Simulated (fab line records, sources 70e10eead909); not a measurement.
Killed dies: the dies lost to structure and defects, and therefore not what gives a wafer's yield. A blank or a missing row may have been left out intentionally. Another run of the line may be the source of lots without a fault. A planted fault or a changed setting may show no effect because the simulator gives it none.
A struck lot beside a sound one | flow nand_harc | 15 out of 1159 route steps
Sound: wafers L877.1, L877.5, L877.6. Struck: wafer L875.3. The cause is named last.
Per side, at each step with rows, come the tool, then ch with its chambers, and then its first start. Under that, the readings that differ: sound wafers | struck wafers | difference of the means | sigmas: that difference in standard deviations of wafers without a fault.
alike: words and numbers the same on both sides, and readings whose means are apart by under 2 such deviations; not compared: readings that were withheld, readings missing a value for some wafer, numbers with overlapping values and no deviation given by the record, and bounds like >300 which may hide the same value.
Wherever a step has rows on one side only, a row that says differs or no value, or a row with sigmas, the two part there. Non-overlapping numbers with no deviation appear without sigmas and do not part them. A reading that every wafer of one side lacks parts them only if that side has two wafers or more.

first, 4 steps without rows for these wafers: NHARC_P_CONTACT_EBR_08; NHARC_P_CONTACT_EXPOSE_09 (exposes mask P CA, target cd 90 nm); NHARC_P_CONTACT_PEB_10 (peb time 65 s); NHARC_P_CONTACT_DEVELOP_11 (develop time 35 s).
NHARC_P_CONTACT_CD_MEAS_12 targets a cd of 90 nm.
  sound on cd_sem-02 ch 0, day 10 06:49; struck on cd_sem-01 ch 0, day 9 17:17
  alike: cd_nm
NHARC_P_CONTACT_OVL_MEAS_13:
  sound: overlay-02 at day 10 06:55; struck: overlay-01 at day 9 17:22
  alike: overlay_x_nm, overlay_y_nm
NHARC_P_CONTACT_INSPECT_14:
  sound: defect_inspect-01 at day 10 06:57; struck: defect_inspect-01 at day 9 17:25
  alike: raw_defect_count
NHARC_P_CONTACT_DESCUM_17: chemistry O2, time 3 s.
  sound on rie_diel-13 ch 0,1, day 10 07:01; struck on rie_diel-01 ch 3, day 9 17:30
  reading                | sound                | struck | difference | sigmas
  throttle_valve_pct (%) | 11.312 11.330 11.307 | 11.294 | -0.022     | -3
  alike: drypump_motor_current_A, o2_flow_sccm, oes_product_au, rf_vpp_V, showerhead_plenum_p_Torr
  not compared: rf_hours_counter_h
NHARC_P_CONTACT_ETCH_35: etches the open film in CF4, target depth 39 nm, time 65 s.
  sound on rie_diel-13 ch 0,1,2, day 10 07:07; struck on rie_diel-01 ch 0, day 9 17:34
  alike: drypump_motor_current_A, oes_product_au, rf_vpp_V, run_length_s, showerhead_plenum_p_Torr, throttle_valve_pct
  not compared: rf_hours_counter_h
NHARC_P_CONTACT_ETCH_36: etches the open film in N2/H2, target depth 260 nm, time 406.25 s.
  sound on rie_diel-13 ch 2,3; struck on rie_diel-01 ch 2
  alike: drypump_motor_current_A, oes_product_au, rf_vpp_V, run_length_s, showerhead_plenum_p_Torr, throttle_valve_pct
  not compared: rf_hours_counter_h
NHARC_P_CONTACT_ETCH_18: etches the open film in C4F8/O2/Ar, target depth 481 nm, time 240.5 s.
  sound on rie_diel-13 ch 0,2,3; struck on rie_diel-01 ch 3
  alike: oes_product_au, rf_vpp_V, run_length_s
  not compared: rf_hours_counter_h
then, 1 step without rows for these wafers: NHARC_P_CONTACT_STRIP_37 (strips in C4F8/O2/Ar).
NHARC_P_CONTACT_ETCH_31: etches the open film in CH3F/O2, target depth 30 nm, time 85.7 s.
  sound on rie_diel-13 ch 1,2, day 10 07:45; struck on rie_diel-01 ch 0, day 9 18:13
  reading             | sound             | struck | difference | sigmas
  o2_flow_sccm (sccm) | 30.04 29.97 30.02 | 30.20  | +0.19      | +2
  rf_vpp_V (V)        | 242.6 246.9 241.8 | 239.8  | -4.0       | -2
  run_length_s (s)    | 107.5 106.8 107.5 | 61.2   | -46.1      | -99 or more
  alike: drypump_motor_current_A, oes_product_au, showerhead_plenum_p_Torr, throttle_valve_pct
  not compared: rf_hours_counter_h
NHARC_P_CONTACT_CD_MEAS_19:
  sound: cd_sem-03 at day 10 07:53; struck: cd_sem-03 at day 9 18:22
  alike: cd_nm
after that, 1 step had no rows for these wafers: NHARC_END_SORT_01.

WHERE THEY PART
Earliest at NHARC_P_CONTACT_DESCUM_17; latest, in this record, at NHARC_P_CONTACT_ETCH_31. Later steps at which nothing parts them and some readings are alike: NHARC_P_CONTACT_CD_MEAS_19.

WHY: the cause the simulator had injected
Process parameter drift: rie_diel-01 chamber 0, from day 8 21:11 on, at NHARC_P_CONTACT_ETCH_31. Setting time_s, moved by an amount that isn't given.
